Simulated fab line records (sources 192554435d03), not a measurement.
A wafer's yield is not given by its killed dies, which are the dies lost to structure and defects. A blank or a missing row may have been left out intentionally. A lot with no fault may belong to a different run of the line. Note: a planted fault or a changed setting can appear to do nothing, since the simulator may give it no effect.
A struck lot beside a sound one | flow n5Finfet | 43 steps out of a route of 1938
Sound: these wafers, L302.1, L302.3, L302.4. The struck wafers were L288.3, L288.4, L288.6. The cause is named last.
For every step that has rows: the tool of each side, followed by ch and its chambers, followed by its first start. Under that, the readings that differ: sound wafers | struck wafers | difference of the means | sigmas: that difference in standard deviations of wafers without a fault.
alike: readings whose means differ by less than 2 such deviations, and words and numbers that are the same on both sides. not compared: withheld readings, readings that some wafer has no value for, bounds like >300 that may hide the same value, and numbers for which the record gives no deviation and whose values overlap.
Wherever a step has rows on one side only, a row that says differs or no value, or a row with sigmas, the two part there. Numbers that have no deviation but don't overlap get no sigmas and don't part them. Lack of a reading on every wafer of one side parts them only where that side has two or more wafers.

first, 2 steps without rows for these wafers: N5_BEOL_M3_STRIP_83 (strips in C4F6/O2); N5_BEOL_M3_STRIP_36 (strips in N2/H2).
N5_BEOL_M3_TRENCH_ETCH_37: etches SiOC in C4F6/O2, target depth 55.555 nm, time 29.2 s.
  sound on rieDiel-04 ch 0,1,2; struck on rieDiel-03 ch 1,2,3
  alike: drypumpMotorCurrentA, oesProductAu, rfVppV, showerheadPlenumPTorr, throttleValvePct
  not compared: rfHoursCounterH
then, 2 steps without rows for these wafers: N5_BEOL_M3_ETCH_41 (etches SiCN in CH3F/O2, target depth 29.9 nm, time 52.5 s); N5_BEOL_M3_STRIP_97 (strips in N2/H2, time 10 s).
N5_BEOL_M3_OCD_MEAS_38:
  sound: ocd-02 at day 11 23:04; struck: ocd-02 at day 7 19:23
  alike: trenchDepthNm
then, 4 steps without rows for these wafers: N5_BEOL_M3_HM_STRIP_39 (strips TiN in peroxide tin strip, target depth 25 nm, time 158 s); N5_BEOL_M3_SRD_40 (time 30 s); N5_BEOL_M3_PRECLEAN_42 (cleans in residue remover, time 60 s); N5_BEOL_M3_SRD_43 (time 30 s).
N5_BEOL_M3_CD_MEAS_35: target cd 18 nm, target cd y 21 nm.
  sound: cdSem-02 at day 11 23:13; struck: cdSem-02 at day 7 19:32
  alike: cdNm
then, 1 step without rows for these wafers: N5_BEOL_M3_DEGAS_44 (time 60 s).
N5_BEOL_M3_PRE_CLEAN_45: time 30 s.
  sound: pvdSputter-03 at day 11 23:18; struck: pvdSputter-02 at day 7 19:53
  alike: heaterPowerW
then, 5 steps without rows for these wafers: N5_BEOL_M3_ALD_84 (deposits TaN, pulse time 2 s, purge time 3 s, co reactant purge time 2 s); N5_BEOL_M3_SURFACE_TREAT_85; N5_BEOL_M3_CVD_47 (deposits Co from CCTBA/H2, target thk 3 nm, time 223.8 s); N5_BEOL_M3_SPUTTER_48 (material Cu, target thk 4.5 nm, time 8.29 s); N5_BEOL_M3_ANNEAL_49 (time 240 s).
N5_BEOL_M3_SPUTTER_79: material Cu, target thk 4.5 nm, time 8.29 s.
  sound: pvdSputter-03 at day 12 00:06; struck: pvdSputter-02 at day 7 20:38
  alike: throttleValvePct
then, 3 steps without rows for these wafers: N5_BEOL_M3_ANNEAL_80 (time 240 s); N5_BEOL_M3_SPUTTER_81 (material Cu, target thk 4.5 nm, time 8.29 s); N5_BEOL_M3_ANNEAL_82 (time 240 s).
N5_BEOL_M3_SPUTTER_86: material Cu, target thk 4.5 nm, time 8.29 s.
  sound: pvdSputter-03 at day 12 00:32; struck: pvdSputter-02 at day 7 21:04
  alike: throttleValvePct
N5_BEOL_M3_ANNEAL_87: time 240 s.
  sound: pvdSputter-03 at day 12 00:37; struck: pvdSputter-02 at day 7 21:09
  alike: heaterPowerW, susceptor_temp_C_max
then, 2 steps without rows for these wafers: N5_BEOL_M3_SPUTTER_88 (material Cu, target thk 4.5 nm, time 8.29 s); N5_BEOL_M3_ANNEAL_89 (time 240 s).
N5_BEOL_M3_SPUTTER_90: material Cu, target thk 4.5 nm, time 8.29 s.
  sound: pvdSputter-03 at day 12 00:59; struck: pvdSputter-02 at day 7 21:31
  alike: throttleValvePct
then, 9 steps without rows for these wafers: N5_BEOL_M3_ANNEAL_91 (time 240 s); N5_BEOL_M3_SPUTTER_92 (material Cu, target thk 4.5 nm, time 8.29 s); N5_BEOL_M3_ANNEAL_93 (time 240 s); N5_BEOL_M3_SPUTTER_94 (material Cu, target thk 4.5 nm, time 8.29 s); N5_BEOL_M3_ANNEAL_95 (time 240 s); N5_BEOL_M3_SPUTTER_96 (material Cu, target thk 4.5 nm, time 8.29 s); N5_BEOL_M3_ECD_50 (material Cu, target thk 300 nm); N5_BEOL_M3_ANNEAL_51 (time 90 s); N5_BEOL_M3_CMP_52 (polishes, stops on SiOC, t overpolish 6.8 s, target thk 40 nm).
N5_BEOL_M3_THK_MEAS_53: measures by xrf.
  sound: filmMetro-02 at day 12 02:58; struck: filmMetro-02 at day 8 02:36
  alike: M3_THK
then, 4 steps without rows for these wafers: N5_BEOL_M3_PRE_CLEAN_60 (time 15 s); N5_BEOL_M3_CO_CAP_55 (material Co, precursor CCTBA/H2, target thk 2 nm, time 102.1 s); N5_BEOL_M3_PRE_CLEAN_56 (time 15 s); N5_BEOL_M3_DEP_57 (deposits SiCN from 3MS/NH3, target thk 8 nm, time 14 s).
N5_BEOL_M3_RS_MEAS_58: the measuring method here is four-point-probe.
  sound: filmMetro-01 at day 12 03:14; struck: filmMetro-02 at day 8 02:52
  alike: M3_RS
-- record jumps: 5 days separate the struck wafers' starts on either side; left off in module BEOL_M3, taken up again in module PASSIVATION, whose first shown step is the route's number 1936 --
N5_PASSIVATION_PROBE_49:
  only the struck wafers here have rows in the record (prober-02, day 13 09:05); the sound ones have none

== WHERE THEY PART ==
N5_PASSIVATION_PROBE_49 only, going by this record.

WHY: what the simulator had put in
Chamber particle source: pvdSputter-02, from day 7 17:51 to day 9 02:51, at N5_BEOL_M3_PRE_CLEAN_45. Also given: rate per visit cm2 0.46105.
